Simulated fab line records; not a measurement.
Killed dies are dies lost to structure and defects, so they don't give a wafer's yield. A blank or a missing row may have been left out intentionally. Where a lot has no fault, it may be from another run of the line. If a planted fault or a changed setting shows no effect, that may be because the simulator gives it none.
Split-lot study    flow n5Finfet    route with 1938 steps; 7 lots, 39 wafers read

## ON THE SPLIT
At N5_SD_EPI_P_EPI_21 (deposits SiGe:B, time 355 s), the setting tempC was moved away from the recipe's 550 C on 12 of the 39 wafers read, by -0.6% to +0.4%. All remaining wafers had this setting at the recipe value.

## FROM THE SPLIT TO THE READING: what the file shows between them, 7 steps
- N5_SD_EPI_P_HM_STRIP_48: strips SiNx in H3PO4, material SiNx, target depth 3 nm
- N5_SD_EPI_P_SRD_49: time 30 s
- N5_SD_EPI_P_PRECLEAN_24: cleans in O3/DIW, time 45 s
- N5_SD_EPI_P_PRECLEAN_32: cleans in dHF, time 10 s
- N5_SD_EPI_P_PRECLEAN_33: cleans in SC2, time 45 s
- N5_SD_ACTIVATION_RTA_00: time 0 s
- N5_SD_ACTIVATION_LSA_01: time 0.0008 s

## THE READING
At N5_SD_ACTIVATION_RS_MEAS_03, a four-point-probe measurement gives RS_SD_P in ohm/sq. On this fab line, fault-free wafers typically give 56.1 ohm/sq with a standard deviation of 0.83 ohm/sq.

wafer   tool, chamber at the split  tempC as run, C  against the recipe  RS_SD_P, ohm/sq  against lot-mates on the recipe
L077.1  epiRpcvd-02, 0              550              recipe              57.7             -
L077.2  epiRpcvd-02, 0              550              recipe              56.9             -
L077.3  epiRpcvd-02, 0              547.3            -0.5%               59.9             +2.9
L077.4  epiRpcvd-02, 0              550              recipe              56.5             -
L077.5  epiRpcvd-02, 0              547.3            -0.5%               61.5             +4.5
L077.6  epiRpcvd-02, 0              547.3            -0.5%               60.6             +3.6
L079.1  epiRpcvd-01, 0              550              recipe              54.6             -
L079.2  epiRpcvd-01, 0              550              recipe              54.5             -
L079.3  epiRpcvd-01, 0              550              recipe              55.0             -
L079.4  epiRpcvd-01, 0              550              recipe              54.7             -
L079.5  epiRpcvd-01, 0              550              recipe              55.2             -
L079.6  epiRpcvd-01, 0              550              recipe              55.3             -
L081.1  epiRpcvd-01, 0              551.7            +0.3%               52.8             -2.9
L081.2  epiRpcvd-01, 0              550              recipe              56.3             -
L081.3  epiRpcvd-01, 0              551.7            +0.3%               53.7             -2.0
L081.4  epiRpcvd-01, 0              550              recipe              55.0             -
L081.5  epiRpcvd-01, 0              551.7            +0.3%               53.4             -2.3
L081.6  epiRpcvd-01, 0              550              recipe              55.8             -
L083.1  epiRpcvd-02, 0              550              recipe              56.3             -
L083.3  epiRpcvd-02, 0              550              recipe              57.6             -
L083.5  epiRpcvd-02, 0              550              recipe              57.2             -
L085.1  epiRpcvd-01, 0              550              recipe              55.9             -
L085.2  epiRpcvd-01, 0              546.5            -0.6%               60.9             +5.1
L085.3  epiRpcvd-01, 0              546.5            -0.6%               61.3             +5.5
L085.4  epiRpcvd-01, 0              550              recipe              55.4             -
L085.5  epiRpcvd-01, 0              550              recipe              56.1             -
L085.6  epiRpcvd-01, 0              546.5            -0.6%               61.6             +5.8
L090.1  epiRpcvd-04, 0              550              recipe              57.6             -
L090.2  epiRpcvd-04, 0              550              recipe              56.7             -
L090.3  epiRpcvd-04, 0              552              +0.4%               55.0             -1.8
L090.4  epiRpcvd-04, 0              552              +0.4%               54.8             -2.0
L090.5  epiRpcvd-04, 0              552              +0.4%               54.6             -2.2
L090.6  epiRpcvd-04, 0              550              recipe              56.1             -
L093.1  epiRpcvd-04, 0              550              recipe              55.7             -
L093.2  epiRpcvd-04, 0              550              recipe              55.4             -
L093.3  epiRpcvd-04, 0              550              recipe              55.0             -
L093.4  epiRpcvd-04, 0              550              recipe              55.8             -
L093.5  epiRpcvd-04, 0              550              recipe              55.7             -
L093.6  epiRpcvd-04, 0              550              recipe              56.2             -

FIT RESULTS
A straight line over all 39 wafers: RS_SD_P changes by -7.84 ohm/sq for each +1% of tempC; r = -0.91; the points scatter about the line by 0.96 ohm/sq.
The same after taking each lot's own level away (the mean of its wafers on the recipe; 39 wafers): -7.66 ohm/sq for each +1%; r = -0.97; scatter 0.52 ohm/sq.
According to that fit, moving tempC by its largest amount changes the reading by 4.9 ohm/sq.
Measured against the standard deviation above, the lots' own levels, which go from 54.88 to 57.03 ohm/sq, span 2.6 times it.
Hence the lot-to-lot level has little effect on the slope; both slopes agree.
Check: for one of the wafers moved furthest among these (-0.6%), held out of the fit, the line's prediction against its lot-mates is +4.94 ohm/sq. Against them it came out at +5.1 ohm/sq.

## OTHER SPLITS ON THESE WAFERS
Other splits were also applied to these wafers ahead of the reading. Each is held against what the fit with the lots' levels taken away leaves over:
other split on the same wafers      wafers away from the commonest value  r with RS_SD_P (lot level and that fit taken away)
N5_WELL_APT_IMPLANT_15 energyKev    15                                    +0.09
N5_DUMMY_GATE_ETCH_31 targetDepthA  12                                    +0.21
N5_DUMMY_GATE_ETCH_42 biasW         15                                    -0.17

## THE WHOLE CHAIN: every reading that the file lists as answering this split, in the file's order
step                         what it does                  reading                                                                           change (the file's fit)               r (the file's)
N5_SD_EPI_P_EPI_21           deposits SiGe:B, time 355 s   SiGe-B_of_SD_EPI_P_EPI_21.thkNm (the simulator's own value, which no gauge read)  +7.52 nm for each +1% of the setting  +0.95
N5_SD_EPI_P_PRECLEAN_24      cleans in O3/DIW, time 45 s   SiGe-B_of_SD_EPI_P_EPI_21.thkNm (the simulator's own value, which no gauge read)  +7.57 nm for each +1% of the setting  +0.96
N5_SD_ACTIVATION_RS_MEAS_03  measures by four-point-probe  RS_SD_P                                                                           -7.71 for each +1% of the setting     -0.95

## FILE'S OWN FIT
RS_SD_P changes by -7.71 ohm/sq for each +1% of tempC, r = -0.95.
